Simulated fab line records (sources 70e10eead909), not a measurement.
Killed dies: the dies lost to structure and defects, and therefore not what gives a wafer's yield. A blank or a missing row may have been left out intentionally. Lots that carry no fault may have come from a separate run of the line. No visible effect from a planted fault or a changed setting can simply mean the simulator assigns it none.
Which tool did it?    flow nand-harc    14 lots with 42 wafers sampled at 6 steps, on a route of 1159 steps

WHAT THE GAUGES READ, wafer by wafer
NHARC_A_ZERO_WELL_INSPECT_17.
lot   measured      on                 raw-defect-count
L919  day 7 00:31   defect-inspect-02  2 8 9
L920  day 7 13:23   defect-inspect-02  10 6 3
L921  day 7 14:08   defect-inspect-02  14 5 10
L922  day 7 14:16   defect-inspect-01  12 16 10
L923  day 8 04:38   defect-inspect-01  10 8 7
L924  day 8 09:05   defect-inspect-02  13 16 20
L925  day 8 11:16   defect-inspect-01  10 10 8
L926  day 8 23:30   defect-inspect-01  5 1 9
L927  day 9 00:37   defect-inspect-02  31 21 16
L933  day 10 20:51  defect-inspect-02  24 14 9
L934  day 10 22:33  defect-inspect-01  8 25 6
L935  day 11 05:33  defect-inspect-02  6 7 7
L936  day 11 05:52  defect-inspect-01  15 22 24
L939  day 12 10:06  defect-inspect-01  8 6 9

NHARC_A_ONON_D1_THK_MEAS_02: measures by ellipsometry.
lot   measured      on             thk-nm (nm)
L919  day 7 19:51   film-metro-01  1014 1016 1015
L920  day 8 10:26   film-metro-01  990 992 991
L921  day 8 10:23   film-metro-01  1015 1013 1013
L922  day 8 10:25   film-metro-02  1004 1003 1003
L923  day 9 01:45   film-metro-01  999 1000 999
L924  day 9 06:53   film-metro-02  990 988 990
L925  day 9 06:53   film-metro-01  989 989 988
L926  day 9 21:16   film-metro-01  998 997 998
L927  day 9 21:15   film-metro-01  989 987 987
L933  day 11 18:25  film-metro-01  1002 1004 1003
L934  day 11 18:25  film-metro-02  1005 1006 1003
L935  day 12 02:11  film-metro-01  992 992 992
L936  day 12 02:14  film-metro-01  1002 1001 1000
L939  day 13 05:17  film-metro-02  990 988 989

NHARC_A_ONON_D1_THK_MEAS_30: measures by ellipsometry.
lot   measured      on             thk-nm (nm)
L919  day 8 07:31   film-metro-02  1006 1007 1007
L920  day 8 22:03   film-metro-02  989 989 990
L921  day 8 22:01   film-metro-01  1014 1014 1015
L922  day 8 22:00   film-metro-02  993 994 995
L923  day 9 16:30   film-metro-01  1011 1012 1012
L924  day 9 16:33   film-metro-01  1007 1007 1009
L925  day 9 16:30   film-metro-01  989 988 988
L926  day 10 10:11  film-metro-01  1004 1004 1002
L927  day 10 10:10  film-metro-01  991 990 992
L933  day 12 06:10  film-metro-02  1828 1827 1827
L934  day 12 06:00  film-metro-01  1013 1010 1012
L935  day 12 14:50  film-metro-01  1831 1829 1829
L936  day 12 14:47  film-metro-01  990 990 989
L939  day 13 16:42  film-metro-02  1008 1005 1005

NHARC_A_CHANNEL_HOLE_D1_CD_MEAS_10 targets a cd of 100 nm.
lot   measured      on         cd-nm (nm)
L919  day 8 12:28   cd-sem-02  100.0 100.0 99.7
L920  day 9 03:01   cd-sem-02  99.9 100.0 99.1
L921  day 9 02:32   cd-sem-02  100.3 100.8 100.4
L922  day 9 02:19   cd-sem-02  100.1 99.8 99.5
L923  day 9 19:47   cd-sem-02  99.1 99.8 98.9
L924  day 9 21:42   cd-sem-03  99.4 99.3 99.3
L925  day 9 20:22   cd-sem-03  100.1 100.1 100.2
L926  day 10 15:56  cd-sem-03  99.9 100.2 100.4
L927  day 10 15:25  cd-sem-03  99.8 100.3 99.6
L934  day 12 09:55  cd-sem-02  100.1 100.7 100.1
L936  day 12 18:11  cd-sem-03  100.8 100.2 100.4
L939  day 13 23:26  cd-sem-02  99.8 100.0 99.7

NHARC_END_SORT_01.
lot   measured      on         killed-at-array  killed-at-other  killed-at-periphery  killed-dies  killed-open  killed-short
L933  day 23 10:20  prober-02  675 675 675      0 0 1            2 2 1                677 677 677  5 7 2        0 0 1
L935  day 24 05:09  prober-01  670 674 670      1 0 0            6 3 7                677 677 677  8 3 4        0 3 3

WHICH TOOL RAN EACH LOT (tool, then ch and the chambers of the sampled wafers, then the start)
lot   NHARC_A_ONON_D1_DEP_28
L919  pecvd-onon-03 ch 0, day 8 07:01
L920  pecvd-onon-04 ch 0, day 8 21:36
L921  pecvd-onon-03 ch 0, day 8 21:38
L922  pecvd-onon-02 ch 0, day 8 21:33
L923  pecvd-onon-04 ch 0, day 9 15:59
L924  pecvd-onon-02 ch 0, day 9 16:06
L925  pecvd-onon-03 ch 0, day 9 16:06
L926  pecvd-onon-04 ch 0, day 10 09:44
L927  pecvd-onon-03 ch 0, day 10 09:39
L933  pecvd-onon-03 ch 0, day 12 05:38
L934  pecvd-onon-04 ch 0, day 12 05:33
L935  pecvd-onon-03 ch 0, day 12 14:19
L936  pecvd-onon-02 ch 0, day 12 14:16
L939  pecvd-onon-04 ch 0, day 13 16:19
- NHARC_A_ONON_D1_DEP_28: target thk 1000 nm.

WHAT THE TOOLS THEMSELVES READ (means of the sampled wafers that have a number; where no wafer has one, the mark that the record gives instead)
The record holds no such reading with a usual standard deviation.

THE ANSWER, worked out from the rows above alone
Rule: the lots themselves supply what counts as usual. The widest of any qualifying gaps counts: lots, ordered by their means at a reading, are off when they make up no more than a third of the lots, leave a main group of 4 or more, and stand apart from it by 3 or more times the standard deviation of that group's means. Not used: any main group whose means are identical at the precision the tables above print for the reading. Also off: a lot with no number at a reading for which 4 or more lots have one. Where the step has rows for the other lots, those lots are counted as sound. Order of review: gauges by route order, followed by the tools' own readings, for which a lot's mean as printed above is used. The first step at which some lot is off is used, and at that step the reading that is off furthest; a lot without a number counts as furthest.
Off: L933, L935 (NHARC_A_ONON_D1_THK_MEAS_30, thk-nm). Mean 1001 nm and standard deviation 9.5 in the main group.
If a tool, at a process step before that reading, ran all the lots that are off and no sound lot after the first of them, it fits. Those tools and the gauges at NHARC_A_ONON_D1_THK_MEAS_30 are tried in the same way. One fits: pecvd-onon-03 at NHARC_A_ONON_D1_DEP_28. Its last sound lot is L927 (day 10 09:39), its first lot that is off L933 (day 12 05:38): a fault that began between those two fits.

WHAT THE SIMULATOR HAD INSERTED
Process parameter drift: pecvd-onon-03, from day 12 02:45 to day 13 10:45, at NHARC_A_ONON_D1_DEP_28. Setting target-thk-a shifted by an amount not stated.
Struck lots among those shown: L933, L935. Same finding as the rule above.
